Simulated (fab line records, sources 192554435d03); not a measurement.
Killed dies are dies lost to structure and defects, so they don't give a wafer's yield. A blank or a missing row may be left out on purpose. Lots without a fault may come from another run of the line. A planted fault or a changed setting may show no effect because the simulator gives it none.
Which tool did it? | flow n5_finfet | 10 lots, 27 wafers sampled, at 5 steps of a route of 1938

WHAT THE GAUGES READ, wafer by wafer
N5_BEOL_M4_RC_MEAS_101.
lot  | measured     | on        | DIBL_N (mV/V)  | DIBL_P (mV/V)  | IOFF_N (nA/um) | IOFF_P (nA/um) | ION_N (uA/um) | ION_P (uA/um) | SS_N (mV/dec)  | SS_P (mV/dec)  | VT_N (mV)   | VT_P (mV)
L276 | day 14 20:29 | prober-01 | 34.4 33.6 34.4 | 34.3 33.3 34.1 | 0.13 0.11 0.13 | 0.19 0.17 0.18 | 660 649 650   | 462 458 454   | 70.7 70.8 70.7 | 73.0 72.6 72.7 | 252 255 252 | -249 -253 -253
L266 | day 15 11:46 | prober-02 | 35.8 36.6 35.5 | 36.3 36.9 36.1 | 0.16 0.18 0.15 | 0.22 0.24 0.22 | 674 661 671   | 464 451 464   | 71.8 71.5 71.5 | 72.8 73.5 73.1 | 251 250 251 | -249 -248 -249
L277 | day 17 07:19 | prober-02 | 38.4 34.9 36.7 | 39.6 35.3 38.1 | 0.24 0.15 0.19 | 0.29 0.21 0.26 | 691 673 673   | 467 465 469   | 72.4 71.5 71.7 | 74.2 73.4 73.8 | 244 251 248 | -246 -251 -247
L279 | day 17 15:24 | prober-02 | 32.8 33.6 33.8 | 34.8 34.3 34.6 | 0.14 0.14 0.15 | 0.19 0.19 0.19 | 667 663 670   | 465 459 458   | 71.3 71.6 70.6 | 72.9 72.9 73.2 | 251 252 249 | -252 -251 -252
L283 | day 17 15:50 | prober-01 | 37.3 37.7      | 37.3 38.8      | 0.18 0.20      | 0.22 0.25      | 671 686       | 457 466       | 71.7 72.4      | 74.1 74.2      | 247 246     | -250 -248
L278 | day 17 19:01 | prober-02 | 35.9 36.3      | 35.9 36.9      | 0.15 0.16      | 0.20 0.21      | 668 671       | 461 459       | 71.4 71.4      | 72.8 73.3      | 253 248     | -251 -253
L282 | day 17 20:31 | prober-01 | 37.5 35.6 36.9 | 37.2 34.8 36.1 | 0.17 0.14 0.16 | 0.22 0.19 0.21 | 679 659 680   | 461 454 462   | 71.5 71.2 71.5 | 73.1 73.4 73.6 | 246 251 249 | -253 -250 -251
L280 | day 18 02:15 | prober-01 | 36.0 35.0 37.1 | 37.2 37.0 38.1 | 0.16 0.15 0.18 | 0.17 0.16 0.17 | 667 668 681   | 454 454 448   | 71.8 71.6 72.0 | 73.1 73.7 73.1 | 253 251 248 | -256 -255 -254
L281 | day 18 06:29 | prober-01 | 35.5 36.5 35.1 | 34.4 37.1 34.5 | 0.15 0.18 0.15 | 0.20 0.24 0.20 | 656 687 648   | 453 463 450   | 71.4 71.7 71.2 | 73.3 74.2 73.0 | 251 249 253 | -250 -249 -252
L289 | day 20 12:02 | prober-01 | 38.3 38.3      | 39.7 39.2      | 0.23 0.22      | 0.28 0.27      | 708 685       | 480 465       | 71.9 71.4      | 73.8 74.4      | 243 244     | -245 -244

N5_BEOL_M8_CD_MEAS_28: target cd 40 nm.
lot  | measured     | on        | cd_nm (nm)
L276 | day 17 05:58 | cd_sem-03 | 39.81 39.84 40.02
L266 | day 16 21:26 | cd_sem-02 | 40.17 39.89 40.63
L277 | day 19 04:43 | cd_sem-01 | 39.86 39.74 39.58
L279 | day 19 05:04 | cd_sem-02 | 39.80 40.34 40.35
L283 | day 19 05:09 | cd_sem-03 | 30.75 39.91
L278 | day 19 09:02 | cd_sem-02 | 31.04 30.08
L282 | day 19 15:20 | cd_sem-01 | 39.72 40.00 29.89
L280 | day 19 15:31 | cd_sem-03 | 40.48 40.00 40.05
L281 | day 19 17:51 | cd_sem-01 | 39.89 40.03 39.90
L289 | day 21 22:56 | cd_sem-03 | 40.18 40.12

N5_BEOL_M8_OVL_MEAS_29.
lot  | measured     | on         | V7_OVL (nm)
L276 | day 17 06:00 | overlay-01 | -0.6 -0.1 -1.2
L266 | day 16 21:28 | overlay-01 | -0.1 -0.6 0.1
L277 | day 19 04:45 | overlay-01 | -0.8 -1.3 0.7
L279 | day 19 05:06 | overlay-02 | -0.4 -0.1 -0.7
L283 | day 19 05:11 | overlay-01 | -0.5 -0.3
L278 | day 19 09:05 | overlay-01 | -0.6 -1.5
L282 | day 19 15:25 | overlay-02 | -0.5 -1.1 -0.6
L280 | day 19 15:33 | overlay-02 | -1.1 -0.5 -1.2
L281 | day 19 17:53 | overlay-02 | -0.9 -0.8 0.0
L289 | day 21 22:58 | overlay-02 | 0.2 -0.1

WHICH TOOL RAN EACH LOT (tool, then ch and the chambers of the sampled wafers, then the start)
lot  | N5_BEOL_M8_STRIP_19                | N5_BEOL_M8_EXPOSE_25
L276 | rie_diel-03 ch 0,1,3, day 17 03:34 | euv_scanner-02 ch 0, day 17 05:50
L266 | rie_diel-06 ch 0,3, day 16 20:10   | euv_scanner-01 ch 0, day 16 21:19
L277 | rie_diel-03 ch 0,3, day 19 02:35   | euv_scanner-02 ch 0, day 19 04:35
L279 | rie_diel-06 ch 0,2,3, day 19 03:07 | euv_scanner-02 ch 0, day 19 04:56
L283 | rie_diel-06 ch 0,3, day 19 03:38   | euv_scanner-02 ch 0, day 19 05:02
L278 | rie_diel-03 ch 0,3, day 19 06:43   | euv_scanner-02 ch 0, day 19 08:56
L282 | rie_diel-03 ch 2,3, day 19 10:38   | euv_scanner-02 ch 0, day 19 15:13
L280 | rie_diel-06 ch 0,1,2, day 19 11:34 | euv_scanner-01 ch 0, day 19 15:23
L281 | rie_diel-03 ch 0,1,2, day 19 17:28 | euv_scanner-01 ch 0, day 19 17:43
L289 | rie_diel-06 ch 2, day 21 21:43     | euv_scanner-01 ch 0, day 21 22:49
- N5_BEOL_M8_STRIP_19: strips in O2.
- N5_BEOL_M8_EXPOSE_25: exposes mask V7, target cd 40 nm.

WHAT THE TOOLS THEMSELVES READ (means of the sampled wafers that have a number; where no wafer has one, the mark that the record gives instead)
N5_BEOL_M8_STRIP_19.
lot  | tool        | drypump_motor_current_A (A) | oes_product_au (a.u.) | rf_vpp_V (V) | showerhead_plenum_p_Torr (Torr) | throttle_valve_pct (%)
L276 | rie_diel-03 | 5.8                         | 0.77                  | 4.2          | 2.15                            | 16.71
L266 | rie_diel-06 | 5.4                         | 0.80                  | 3.5          | 2.06                            | 16.67
L277 | rie_diel-03 | 6.0                         | 0.80                  | 3.3          | 2.17                            | 16.69
L279 | rie_diel-06 | 5.3                         | 0.82                  | 3.0          | 2.03                            | 16.74
L283 | rie_diel-06 | 5.5                         | 0.76                  | 3.5          | 2.02                            | 16.77
L278 | rie_diel-03 | 6.0                         | 0.76                  | 3.8          | 2.15                            | 16.78
L282 | rie_diel-03 | 6.0                         | 0.88                  | 2.8          | 2.22                            | 16.42
L280 | rie_diel-06 | 5.4                         | 0.85                  | 3.7          | 2.07                            | 16.68
L281 | rie_diel-03 | 5.8                         | 0.86                  | 3.3          | 2.15                            | 16.52
L289 | rie_diel-06 | 5.2                         | 0.87                  | 4.0          | 2.05                            | 16.74

THE ANSWER, worked out from the rows above alone
Rule: what is usual is taken from the lots themselves. Put in order of their means at a reading, lots are off if they are a third of the lots or fewer, leave a main group of 4 or more, and stand apart from it by a gap of 3 or more times the standard deviation of the main group's means; of several such gaps the widest counts. A main group whose means are all the same, to the digits that the tables above print for the reading, isn't used. A lot without any number at a reading at which 4 lots or more have one is off too. The other lots that the step has rows for count as sound. The gauges are gone through in route order, then the tools' own readings, and for those a lot's mean is taken as printed above. The first step at which some lot is off is used, and at that step the reading that is off furthest; a lot without a number counts as furthest.
Off: L283, L278, L282, at N5_BEOL_M8_CD_MEAS_28 (cd_nm). The main group: mean 40.04 nm, standard deviation 0.17.
A tool fits if, at a process step before that reading, it ran every lot that is off, and no sound lot after the first of them. The gauges at N5_BEOL_M8_CD_MEAS_28 are tried like those tools. One fits: euv_scanner-02 at N5_BEOL_M8_EXPOSE_25. Its last sound lot is L279 (day 19 04:56), its first lot that is off L283 (day 19 05:02): a fault that began between those two fits.

WHAT THE SIMULATOR HAD PUT IN
Process parameter drift: euv_scanner-02, from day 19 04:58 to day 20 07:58, at N5_BEOL_M8_EXPOSE_25. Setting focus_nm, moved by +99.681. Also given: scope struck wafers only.
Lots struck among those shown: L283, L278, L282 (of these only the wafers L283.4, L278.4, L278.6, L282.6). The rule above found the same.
